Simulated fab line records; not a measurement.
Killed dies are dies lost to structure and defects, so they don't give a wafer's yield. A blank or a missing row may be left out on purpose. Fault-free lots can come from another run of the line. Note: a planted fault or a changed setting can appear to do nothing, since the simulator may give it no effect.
Matching of chambers	flow nand harc	cmp-03 running NHARC_P_CONTACT_CMP_24: 4 sister chambers
The step polishes, t overpolish 30 s, target thk 200 nm. 16 wafers are shown with their chamber, then 8 later ones without.

== WAFERS, EACH WITH ITS CHAMBER ==
wafer	chamber	motor current A (A)	edge zone pressure frac	slurry filter dp kPa (kPa)
L074.1	3	12.1	0.996	13.31
L074.3	0	11.2	0.992	13.35
L074.5	2	11.7	1.006	13.36
L080.1	0	11.2	1.004	13.58
L080.3	1	10.9	1.007	13.56
L080.5	1	12.0	1.008	13.26
L082.2	3	13.0	1.008	13.30
L082.3	0	10.6	0.993	13.68
L082.5	3	12.6	1.005	13.44
L083.1	0	10.9	0.988	13.45
L083.5	0	10.9	0.997	13.62
L083.6	3	12.6	1.008	13.63
L087.1	1	11.3	1.000	13.21
L087.2	0	11.7	0.991	13.53
L087.6	1	11.1	1.002	13.23
L090.1	1	11.3	0.993	13.35

SIGNATURES (averages over the wafers above)
reading	chamber 0	chamber 1	chamber 2	chamber 3	scatter within a chamber
motor current A	11.083	11.320	11.700	12.575	0.388
edge zone pressure frac	0.99417	1.00200	1.00600	1.00425	0.00578
slurry filter dp kPa	13.5350	13.3220	13.3600	13.4200	0.137
Rule: for each reading, subtract the chamber's mean from the wafer's reading, divide by that reading's scatter and square the result; add these up over the readings and take the root, which gives the wafer's distance from the chamber. If the next closest chamber is less than 2 further off than the closest, the wafer can't be placed; otherwise it belongs to the closest. The scatter is the square root of a quotient: the sum, over the shown wafers, of each reading's squared deviation from its chamber's mean, divided by wafers minus chambers.

== WAFERS WITHOUT THEIR CHAMBER ==
wafer	motor current A (A)	edge zone pressure frac	slurry filter dp kPa (kPa)
L090.2	11.7	1.000	13.47
L090.6	11.4	1.004	13.30
L094.1	12.4	0.999	13.51
L094.4	11.3	0.993	13.42
L094.5	12.0	0.996	13.42
L096.1	11.3	1.004	13.51
L096.3	11.3	1.007	13.68
L096.4	11.9	1.005	13.30

== WHICH CHAMBER EACH WENT THROUGH ==
wafer	from the rows above	in truth
L090.2	can't be placed: 2 or 1 or 0 or 3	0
L090.6	can't be placed: 1 or 2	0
L094.1	can't be placed: 3 or 2 or 1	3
L094.4	can't be placed: 0 or 1 or 2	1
L094.5	can't be placed: 2 or 3 or 1 or 0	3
L096.1	can't be placed: 1 or 2 or 0 or 3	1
L096.3	can't be placed: 0 or 2 or 1 or 3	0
L096.4	can't be placed: 2 or 1 or 3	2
0 of 8 placed correctly. From these rows, 8 cannot be placed; in 7 the true chamber is one of the candidates. Placed wrongly: 0.
